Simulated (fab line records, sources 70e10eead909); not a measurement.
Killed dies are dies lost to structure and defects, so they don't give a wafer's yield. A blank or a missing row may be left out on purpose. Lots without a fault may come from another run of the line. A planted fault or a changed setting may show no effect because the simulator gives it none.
fab line records | flow nand_harc | part 1 of 2: steps 1 to 4 of 6
record lots=24 wafers=72 last_day=24
route steps=1159 shown A_STAIRCASE@530
lots that met no fault: from a run of the same line without faults
start_h: hours from the record's first day to the start of the lot's first wafer shown | wait_h: hours since the lot's step before | " the same as in the row above | L1.1+2: a row that stands for several wafers | - no value, or no start given | * or withheld: withheld | < > ~ a bound
route shown NAME@n: a module of which the file shows steps, and the number in the route of the first | usual: mean/standard deviation of fault-free wafers | same: alike in all rows | chamber/n: place in a boat | sites: the reading at each site | _std_site: their standard deviation | _edge_site: outer sites' mean less inner sites' | radius_mm: how far each site lies from the wafer's centre | mask NAME#n: copy n | behind: the tool/chamber that last shaped the wafer | hold: why the lot was held/for how many hours/how that ended | device: the transistor (n, p or np) that didn't switch | end of line: the same wafers' tests at the end of the route | a step without rows: its recipe alone | killed: dies lost to structure and defects at the first sort, not the wafer's yield | map: a wafer's dies, x killed, . not, _ none there
set.NAME: the setting as run; set.NAME@STEP: as run at that earlier step | model.NAME: the simulator's own value behind a step, which no gauge read
steps of the route over a sample of lots; a table a step, a row a wafer
services: from which hour (start_h, from the record's first day; less than 0 if before it) a tool's chamber was out of use, for how many hours, and why
## steps
# step NHARC_A_STAIRCASE_DESCUM_168
# recipe time_s=3 o2_flow_sccm=200 ar_flow_sccm=0 bias_power_w=0 chemistry=O2
# usual drypump_motor_current_A=5.5/0.46 oes_product_au=0.997/0.01 rf_vpp_V=57.9/0.87 showerhead_plenum_p_Torr=1.95/0.091 throttle_valve_pct=11.310/0.0095
# same bias_power_w=0
# columns lot.wafer tool chamber start_h wait_h drypump_motor_current_A oes_product_au rf_hours_counter_h rf_vpp_V showerhead_plenum_p_Torr throttle_valve_pct
L076.2 rie_diel-03 1 246.55 - 6.3 1.010 8 59.0 1.96 11.323
L076.3 " 0 " " 5.5 0.997 6 57.2 1.89 11.306
L076.6 " 1 " " 6.3 1.018 - 57.5 1.97 11.302
L075.3 rie_diel-03 0 246.73 - 5.5 0.995 6 57.1 1.89 11.325
L075.2 " 1 " " 6.3 1.014 8 57.4 1.97 11.300
L075.5 " 0 " " 5.5 0.992 - 57.7 1.89 11.310
L077.2 rie_diel-03 0 250.20 - 5.5 0.995 7 57.8 1.89 11.311
L077.3 " 2 " " 4.7 1.005 8 57.2 1.99 11.307
L077.5 " 0 " " 5.5 0.997 - 57.5 1.89 11.300
L074.4 rie_diel-03 2 250.39 - 4.7 0.996 8 57.9 1.99 11.315
L074.2 " 1 " " 6.3 1.010 9 58.8 1.97 11.319
L074.6 " 3 " " 5.5 0.993 - 57.8 2.07 11.324
L078.2 rie_diel-03 0 253.77 - 5.5 0.975 9 57.2 1.89 11.315
L078.3 " 1 " " 6.3 1.012 10 59.0 1.96 11.325
L078.5 " 0 " " 5.5 0.988 - 58.0 1.89 11.314
L080.2 rie_diel-06 0 256.74 - 5.6 0.989 3 57.2 1.82 11.310
L080.6 " 3 " " 6.1 0.997 - 57.2 1.81 11.322
L080.5 " 0 " " 5.7 0.982 - 57.4 1.82 11.302
L079.3 rie_diel-03 2 256.91 - 4.7 1.004 13 56.8 1.99 11.323
L079.4 " 3 " " 5.5 1.003 10 57.0 2.07 11.309
L079.5 " 2 " " 4.7 0.999 - 59.2 1.99 11.299
L082.3 rie_diel-13 1 268.45 - 5.4 0.992 52 59.6 1.94 11.312
L082.2 " 2 " " 5.5 0.995 56 56.8 1.79 11.307
L082.6 " 0 " " 5.4 0.999 - 58.6 1.98 11.316
L081.4 rie_diel-03 2 270.26 - 4.7 0.983 19 58.4 1.98 11.303
L081.2 " 3 " " 5.5 0.996 17 57.8 2.07 11.301
L081.6 " 3 " " 5.5 0.988 - 58.5 2.07 11.286
L083.1 rie_diel-03 0 290.57 - 5.5 0.980 27 59.0 1.88 11.301
L083.3 " 2 " " 4.7 0.982 27 58.5 1.98 11.304
L083.2 " 3 " " 5.5 0.999 26 59.2 2.07 11.299
L085.4 rie_diel-03 0 297.73 - 5.5 0.982 29 58.8 1.88 11.300
L085.3 " 2 " " 4.7 0.985 29 58.1 1.98 11.317
L085.2 " 3 " " 5.5 0.991 28 57.7 2.07 11.307
L084.3 rie_diel-06 1 301.38 - 5.0 1.001 20 57.9 1.86 11.308
L084.4 " 2 " " 5.5 1.001 18 58.7 2.07 11.326
L084.5 " 3 " " 6.1 0.981 - 57.2 1.81 11.316
L087.3 rie_diel-13 1 306.76 - 5.4 1.009 5 56.7 1.94 11.304
L087.1 " 2 " " 5.5 1.001 4 56.9 1.78 11.313
L087.6 " 1 " " 5.4 0.994 - 57.2 1.94 11.293
L086.4 rie_diel-06 0 306.90 - 5.7 0.988 23 56.9 1.81 11.310
L086.1 " 1 " " 5.0 1.004 21 57.5 1.86 11.294
L086.3 " 3 " " 6.1 0.994 16 56.3 1.81 11.308
L088.2 rie_diel-03 0 312.00 - 5.5 1.000 33 57.2 1.88 11.314
L088.5 " 1 " " 6.3 1.006 - 57.6 1.96 11.319
L088.6 " 2 " " 4.7 1.001 - 57.9 1.98 11.308
L089.2 rie_diel-03 3 326.85 - 5.5 0.989 37 59.1 2.06 11.297
L089.1 " 1 " " 6.3 1.014 41 57.7 1.95 11.309
L089.6 " 0 " " 5.5 0.984 - 58.7 1.88 11.305
L090.2 rie_diel-13 0 327.04 - 5.3 0.998 12 58.1 1.97 11.315
L090.6 " 2 " " 5.5 1.001 - 56.8 1.78 11.312
L090.5 " 3 " " 5.8 1.008 - 58.0 2.07 11.318
L091.2 rie_diel-03 3 339.36 - 5.5 0.987 41 57.6 2.06 11.288
L091.3 " 0 " " 5.5 0.983 43 58.0 1.88 11.308
L091.6 " 2 " " 4.7 0.985 - 58.7 1.98 11.323
L092.3 rie_diel-03 2 339.76 - 4.7 0.996 43 58.5 1.98 11.314
L092.2 " 3 " " 5.5 0.978 41 60.2 2.06 11.292
L092.6 " 2 " " 4.7 0.990 - 58.2 1.98 11.311
L093.2 rie_diel-06 3 347.33 - 6.1 0.995 36 56.6 1.80 11.309
L093.3 " 0 " " 5.7 0.996 40 58.3 1.81 11.310
L093.5 " 3 " " 6.1 0.998 - 56.7 1.80 11.303
L094.3 rie_diel-13 0 347.43 - 5.4 0.998 20 58.6 1.97 11.319
L094.4 " 3 " " 5.8 0.991 21 57.6 2.07 11.308
L094.5 " 1 " " 5.4 1.005 - 56.9 1.93 11.296
L096.3 rie_diel-13 3 362.22 - 5.8 1.003 26 58.9 2.07 11.310
L096.6 " 0 " " 5.4 1.000 - 57.4 1.97 11.299
L096.5 " 1 " " 5.4 0.995 - 58.7 1.93 11.311
L095.1 rie_diel-13 3 366.77 - 5.8 0.997 27 58.2 2.07 11.302
L095.4 " 0 " " 5.3 0.996 25 57.0 1.97 11.325
L095.2 " 1 " " 5.4 1.006 26 57.8 1.93 11.322
L097.2 rie_diel-13 1 376.34 - 5.4 1.007 30 58.6 1.93 11.301
L097.5 " 0 " " 5.3 0.995 - 57.9 1.97 11.311
L097.6 " 1 " " 5.4 1.013 - 57.3 1.93 11.323
# step NHARC_A_STAIRCASE_STRIP_171
# recipe power_w=1500 temp_c=250 chemistry=O2
# usual drypump_motor_current_A=5.7/0.31 heater_power_w=347/28
# columns lot.wafer tool chamber start_h wait_h drypump_motor_current_A heater_power_w rf_hours_counter_h
L076.2 plasma_asher-01 1 246.93 - 5.4 325 44
L076.3 " 0 " " 6.0 327 -
L076.6 " 0 " " 6.1 322 -
L075.2 plasma_asher-01 1 247.17 - 5.4 322 45
L075.3 " 1 " " 5.4 326 -
L075.5 " 0 " " 6.1 324 -
L077.2 plasma_asher-01 1 250.63 - 5.4 317 46
L077.3 " 1 " " 5.5 330 -
L077.5 " 0 " " 6.0 311 -
L074.2 plasma_asher-02 1 250.81 - 5.3 335 18
L074.4 " 0 " " 6.0 394 -
L074.6 " 0 " " 6.0 403 -
L078.2 plasma_asher-02 0 254.27 - 6.0 402 19
L078.3 " 0 " " 6.0 399 -
L078.5 " 1 " " 5.3 322 -
L080.2 plasma_asher-02 0 257.56 - 6.0 397 21
L080.5 " 0 " " 6.0 396 -
L080.6 " 1 " " 5.3 328 -
L079.3 plasma_asher-01 0 257.89 - 6.0 317 -
L079.4 " 1 " " 5.5 318 -
L079.5 " 0 " " 6.1 323 -
L082.2 plasma_asher-02 0 269.41 - 6.0 396 27
L082.3 " 0 " " 6.0 392 -
L082.6 " 1 " " 5.3 329 -
L081.2 plasma_asher-02 1 270.71 - 5.3 330 27
L081.4 " 1 " " 5.3 329 -
L081.6 " 0 " " 6.0 409 -
L083.1 plasma_asher-01 0 290.89 - 6.0 331 2
L083.2 " 1 " " 5.4 347 2
L083.3 " 0 " " 6.0 346 -
L085.2 plasma_asher-01 0 298.49 - 6.0 334 3
L085.4 " 0 " " 6.0 328 -
L085.3 " 1 " " 5.4 343 -
L084.3 plasma_asher-01 1 301.78 - 5.5 339 -
L084.4 " 0 " " 6.0 343 -
L084.5 " 1 " " 5.4 341 -
L087.1 plasma_asher-01 0 307.07 - 6.0 338 6
L087.3 " 1 " " 5.5 332 -
L087.6 " 0 " " 6.0 338 -
L086.1 plasma_asher-02 1 307.22 - 5.3 328 39
L086.4 " 1 " " 5.3 331 -
L086.3 " 0 " " 6.0 395 -
L088.2 plasma_asher-02 1 312.36 - 5.3 333 41
L088.6 " 1 " " 5.3 337 -
L088.5 " 0 " " 6.0 398 -
L089.2 plasma_asher-01 0 327.58 - 6.0 341 14
L089.1 " 1 " " 5.5 340 14
L089.6 " 1 " " 5.4 348 -
L090.2 plasma_asher-01 1 327.90 - 5.5 350 15
L090.5 " 0 " " 6.0 329 -
L090.6 " 1 " " 5.5 339 -
L091.2 plasma_asher-01 0 339.83 - 6.0 336 17
L091.3 " 1 " " 5.4 343 -
L091.6 " 0 " " 6.0 336 -
L092.2 plasma_asher-02 0 340.07 - 6.0 393 49
L092.3 " 1 " " 5.3 329 -
L092.6 " 0 " " 6.0 400 -
L093.2 plasma_asher-02 0 347.77 - 6.0 397 51
L093.3 " 1 " " 5.3 336 -
L093.5 " 0 " " 6.0 397 -
L094.3 plasma_asher-02 1 348.14 - 5.3 324 -
L094.4 " 0 " " 6.0 405 -
L094.5 " 0 " " 6.0 409 -
L096.3 plasma_asher-01 1 362.66 - 5.4 339 -
L096.5 " 0 " " 6.0 330 -
L096.6 " 1 " " 5.5 349 -
L095.2 plasma_asher-01 1 367.20 - 5.4 329 27
L095.1 " 0 " " 6.0 333 27
L095.4 " 1 " " 5.4 345 -
L097.2 plasma_asher-01 0 376.70 - 6.0 337 33
L097.6 " 1 " " 5.4 336 -
L097.5 " 0 " " 6.0 326 -
# step NHARC_A_STAIRCASE_TRIM_16
# recipe time_s=211.2 o2_flow_sccm=500 ar_flow_sccm=0 bias_w=0 chemistry=O2
# usual drypump_motor_current_A=5.6/0.41 oes_product_au=1.000/0.01 rf_vpp_V=57.9/1.1 showerhead_plenum_p_Torr=3.56/0.17 throttle_valve_pct=17.037/0.0089
# columns lot.wafer tool chamber start_h wait_h drypump_motor_current_A oes_product_au rf_hours_counter_h rf_vpp_V showerhead_plenum_p_Torr throttle_valve_pct
L075.3 rie_diel-13 3 - - 5.8 1.003 51 59.1 3.29 17.044
L075.2 " 0 " " 5.3 0.991 50 59.1 3.65 17.043
L075.5 " 3 " " 5.8 1.003 - 56.8 3.29 17.046
L076.2 rie_diel-03 0 - - 5.5 0.987 7 56.2 3.49 17.040
L076.3 " 2 " " 4.7 1.012 8 58.5 3.66 17.023
L076.6 " 0 " " 5.5 0.999 - 59.0 3.49 17.031
L077.2 rie_diel-06 0 - - 5.7 0.994 0 58.5 3.37 17.036
L077.3 " 1 " " 5.0 1.003 0 56.8 3.44 17.029
L077.5 " 1 " " 5.0 1.001 - 57.6 3.44 17.042
L074.4 rie_diel-03 0 - - 5.5 0.989 8 56.6 3.49 17.036
L074.2 " 2 " " 4.7 0.993 9 57.3 3.65 17.045
L074.6 " 3 " " 5.5 0.989 - 59.4 3.80 17.042
L078.3 rie_diel-03 2 - - 4.7 0.986 13 56.7 3.65 17.031
L078.2 " 0 " " 5.5 0.978 11 57.2 3.48 17.034
L078.5 " 3 " " 5.5 0.981 - 59.3 3.80 17.037
L080.2 rie_diel-13 2 - - 5.5 1.001 52 56.0 3.31 17.037
L080.5 " 0 " " 5.4 1.008 - 58.2 3.64 17.027
L080.6 " 1 " " 5.5 1.009 - 56.8 3.58 17.052
L079.3 rie_diel-03 0 - - 5.5 0.989 13 58.1 3.48 17.029
L079.4 " 1 " " 6.3 1.011 15 58.0 3.61 17.033
L079.5 " 0 " " 5.5 1.001 - 54.2 3.48 17.031
L082.3 rie_diel-06 3 - - 6.1 1.000 6 58.0 3.35 17.037
L082.2 " 0 " " 5.7 0.981 12 58.2 3.36 17.038
L082.6 " 0 " " 5.7 0.991 - 56.8 3.36 17.052
L081.2 rie_diel-13 2 - - 5.5 1.011 59 57.6 3.31 17.051
L081.4 " 0 " " 5.4 1.010 62 57.5 3.64 17.029
L081.6 " 3 " " 5.8 1.023 - 55.0 3.28 17.044
L083.1 rie_diel-03 0 - - 5.5 0.980 27 57.7 3.48 17.048
L083.2 " 2 " " 4.7 0.986 28 58.1 3.64 17.054
L083.3 " 3 " " 5.5 0.984 27 60.0 3.79 17.029
L085.3 rie_diel-13 1 - - 5.4 1.000 4 57.8 3.57 17.034
L085.4 " 2 " " 5.5 0.993 3 55.5 3.31 17.043
L085.2 " 3 " " 5.8 1.007 5 58.4 3.81 17.039
L084.3 rie_diel-06 2 - - 5.6 1.009 19 58.1 3.80 17.031
L084.4 " 0 " " 5.7 0.985 22 57.8 3.35 17.038
L084.5 " 3 " " 6.1 0.999 - 58.0 3.35 17.038
L087.3 rie_diel-03 2 - - 4.7 0.996 32 58.2 3.64 17.037
L087.1 " 1 " " 6.3 1.021 33 59.3 3.60 17.036
L087.6 " 2 " " 4.7 0.993 - 57.4 3.64 17.052
L086.3 rie_diel-13 0 - - 5.3 1.003 6 59.3 3.64 17.011
L086.4 " 1 " " 5.5 1.001 6 57.9 3.57 17.025
L086.1 " 2 " " 5.5 0.996 5 57.4 3.30 17.031
L088.2 rie_diel-13 2 - - 5.5 0.998 8 58.5 3.30 17.050
L088.5 " 1 " " 5.4 0.996 - 57.2 3.57 17.046
L088.6 " 2 " " 5.5 0.990 - 57.2 3.30 17.038
L089.1 rie_diel-03 0 - - 5.5 0.990 40 58.1 3.47 17.046
L089.2 " 1 " " 6.3 1.017 41 57.9 3.60 17.026
L089.6 " 0 " " 5.5 0.993 - 57.2 3.47 17.041
L090.2 rie_diel-13 0 - - 5.3 1.009 13 58.6 3.63 17.026
L090.5 " 0 " " 5.3 1.006 - 58.5 3.63 17.049
L090.6 " 1 " " 5.4 1.010 - 57.5 3.56 17.047
L091.3 rie_diel-06 3 - - 6.1 1.004 33 58.8 3.34 17.037
L091.2 " 0 " " 5.7 0.988 37 57.4 3.35 17.057
L091.6 " 2 " " 5.6 0.995 - 59.7 3.79 17.041
L092.2 rie_diel-13 2 - - 5.5 1.000 14 56.3 3.30 17.052
L092.3 " 0 " " 5.4 1.003 17 57.4 3.63 17.030
L092.6 " 3 " " 5.8 0.993 - 58.5 3.80 17.042
L093.2 rie_diel-13 3 - - 5.8 0.997 22 58.2 3.80 17.043
L093.3 " 1 " " 5.5 1.001 20 57.3 3.56 17.028
L093.5 " 0 " " 5.3 1.002 - 57.5 3.63 17.034
L094.3 rie_diel-03 0 - - 5.5 0.995 47 56.9 3.46 17.035
L094.4 " 3 " " 5.5 0.981 45 57.7 3.78 17.027
L094.5 " 0 " " 5.5 0.995 - 56.6 3.47 17.034
L096.3 rie_diel-03 1 - - 6.3 1.018 54 56.6 3.59 17.036
L096.5 " 1 " " 6.3 1.012 - 58.3 3.59 17.020
L096.6 " 2 " " 4.7 0.993 - 58.4 3.63 17.040
L095.4 rie_diel-13 2 - - 5.5 1.001 24 56.9 3.29 17.037
L095.2 " 0 " " 5.4 0.997 26 57.8 3.62 17.037
L095.1 " 1 " " 5.4 1.023 27 56.9 3.56 17.033
L097.2 rie_diel-06 1 - - 5.0 1.025 51 56.4 3.41 17.039
L097.6 " 3 " " 6.1 1.010 - 56.1 3.33 17.040
L097.5 " 0 " " 5.7 1.002 - 56.7 3.34 17.040
# step NHARC_A_STAIRCASE_ETCH_188
# recipe target_depth_a=1000 time_s=40.5 ion_energy_ev=400 c4f8_flow_sccm=20 o2_flow_sccm=10 ar_flow_sccm=withheld rf_w=600 bias_w=1000 chemistry=C4F8/O2
# usual oes_product_au=0.936/0.015 rf_vpp_V=898/6.2
# columns lot.wafer tool chamber start_h wait_h oes_product_au rf_hours_counter_h rf_vpp_V
L075.3 rie_diel-03 0 - - 0.907 8 895
L075.2 " 1 " " 0.923 9 899
L075.5 " 3 " " 0.913 - 906
L076.2 rie_diel-03 1 - - 0.933 10 899
L076.3 " 2 " " 0.918 9 899
L076.6 " 0 " " 0.920 - 896
L077.3 rie_diel-03 1 - - 0.943 13 898
L077.2 " 2 " " 0.923 13 900
L077.5 " 0 " " 0.915 - 893
L074.4 rie_diel-03 2 - - 0.923 13 900
L074.2 " 3 " " 0.922 10 906
L074.6 " 2 " " 0.916 - 899
L078.3 rie_diel-06 0 - - 0.936 5 889
L078.2 " 1 " " 0.951 5 893
L078.5 " 1 " " 0.936 - 893
L080.2 rie_diel-03 3 - - 0.930 13 906
L080.5 " 3 " " 0.932 - 907
L080.6 " 0 " " 0.930 - 895
L079.4 rie_diel-06 1 - - 0.945 6 893
L079.3 " 2 " " 0.945 5 907
L079.5 " 0 " " 0.918 - 890
L081.4 rie_diel-06 1 - - 0.931 13 891
L081.2 " 2 " " 0.936 12 905
L081.6 " 0 " " 0.917 - 889
L082.2 rie_diel-03 2 - - 0.936 21 900
L082.3 " 0 " " 0.945 21 895
L082.6 " 2 " " 0.921 - 901
L083.3 rie_diel-13 3 - - 0.935 3 905
L083.1 " 0 " " 0.943 2 900
L083.2 " 1 " " 0.941 2 899
L085.2 rie_diel-06 2 - - 0.955 19 905
L085.4 " 0 " " 0.921 23 888
L085.3 " 1 " " 0.928 21 892
L084.4 rie_diel-03 0 - - 0.924 31 895
L084.3 " 3 " " 0.932 30 906
L084.5 " 1 " " 0.951 - 900
L086.4 rie_diel-13 2 - - 0.950 7 886
L086.3 " 3 " " 0.955 10 907
L086.1 " 0 " " 0.946 8 900
L087.1 rie_diel-06 2 - - 0.944 23 904
L087.3 " 3 " " 0.920 20 888
L087.6 " 3 " " 0.917 - 891
L088.2 rie_diel-06 0 - - 0.924 28 890
L088.6 " 0 " " 0.926 - 890
L088.5 " 1 " " 0.943 - 891
L089.2 rie_diel-13 0 - - 0.961 15 900
L089.1 " 2 " " 0.944 12 888
L089.6 " 0 " " 0.974 - 900
L090.2 rie_diel-13 0 - - 0.937 16 898
L090.6 " 0 " " 0.922 - 901
L090.5 " 1 " " 0.927 - 898
L091.2 rie_diel-13 3 - - 0.947 20 906
L091.3 " 0 " " 0.945 18 899
L091.6 " 0 " " 0.951 - 899
L092.3 rie_diel-13 3 - - 0.923 20 906
L092.2 " 2 " " 0.933 16 889
L092.6 " 3 " " 0.925 - 907
L093.3 rie_diel-13 1 - - 0.955 21 896
L093.2 " 2 " " 0.944 18 887
L093.5 " 0 " " 0.948 - 900
L094.4 rie_diel-06 3 - - 0.928 40 888
L094.3 " 0 " " 0.937 44 890
L094.5 " 2 " " 0.948 - 906
L096.3 rie_diel-03 3 - - 0.915 51 905
L096.5 " 3 " " 0.923 - 904
L096.6 " 0 " " 0.921 - 894
L095.2 rie_diel-13 3 - - 0.951 29 905
L095.1 " 0 " " 0.951 28 899
L095.4 " 1 " " 0.971 28 897
L097.2 rie_diel-13 3 - - 0.958 33 905
L097.5 " 1 " " 0.963 - 896
L097.6 " 2 " " 0.960 - 888
